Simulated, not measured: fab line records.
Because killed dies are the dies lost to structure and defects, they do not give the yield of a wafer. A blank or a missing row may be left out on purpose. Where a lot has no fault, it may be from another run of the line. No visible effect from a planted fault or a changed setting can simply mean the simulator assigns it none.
Which tool did it?	flow n5 finfet	at 1 step of a route of 1938, 11 lots with 33 wafers sampled

WHAT THE GAUGES READ, wafer by wafer
N5_BEOL_M14_OCD_MEAS_35. Usual: trench depth nm at 557 nm, with a standard deviation of 9.8.
lot	measured	on	trench depth nm (nm)	flag
L324	day 11 18:56	ocd-02	549 538 551	
L327	day 12 06:16	ocd-01	571 553 539	
L330	day 13 03:59	ocd-02	559 557 558	
L332	day 13 20:20	ocd-01	557 551 559	
L337	day 14 19:43	ocd-01	544 572 545	
L336	day 15 00:44	ocd-01	556 544 537	
L339	day 15 03:37	ocd-02	570 545 537	
L341	day 15 12:09	ocd-02	574 560 563	
L344	day 15 19:56	ocd-02	570 556 550	
L342	day 15 23:43	ocd-01	558 558 559	
L343	day 16 07:08	ocd-02	543 561 551	

EACH LOT AND THE TOOL THAT RAN IT (in order: tool; ch and the chambers of the sampled wafers; start)
The record shows no process step preceding these readings.

WHAT THE TOOLS THEMSELVES READ (means of the sampled wafers that have a number; where no wafer has one, the mark that the record gives instead)
The record holds no such reading with a usual standard deviation.

THE ANSWER, worked out from the rows above alone
Rule: a lot counts as off when the mean over its wafers that have a number is more than 3 standard deviations away from the usual mean. A lot without any number at a reading at which 4 lots or more have one is off too. Any other lot the step has rows for is counted as sound. The gauges are gone through in route order, then the tools' own readings, and for those a lot's mean is taken as printed above. The first step at which some lot is off is used, and at that step the reading that is off furthest; a lot without a number counts as furthest.
None of the lots is off at any reading shown; this tells nothing.

WHAT THE SIMULATOR HAD PUT IN
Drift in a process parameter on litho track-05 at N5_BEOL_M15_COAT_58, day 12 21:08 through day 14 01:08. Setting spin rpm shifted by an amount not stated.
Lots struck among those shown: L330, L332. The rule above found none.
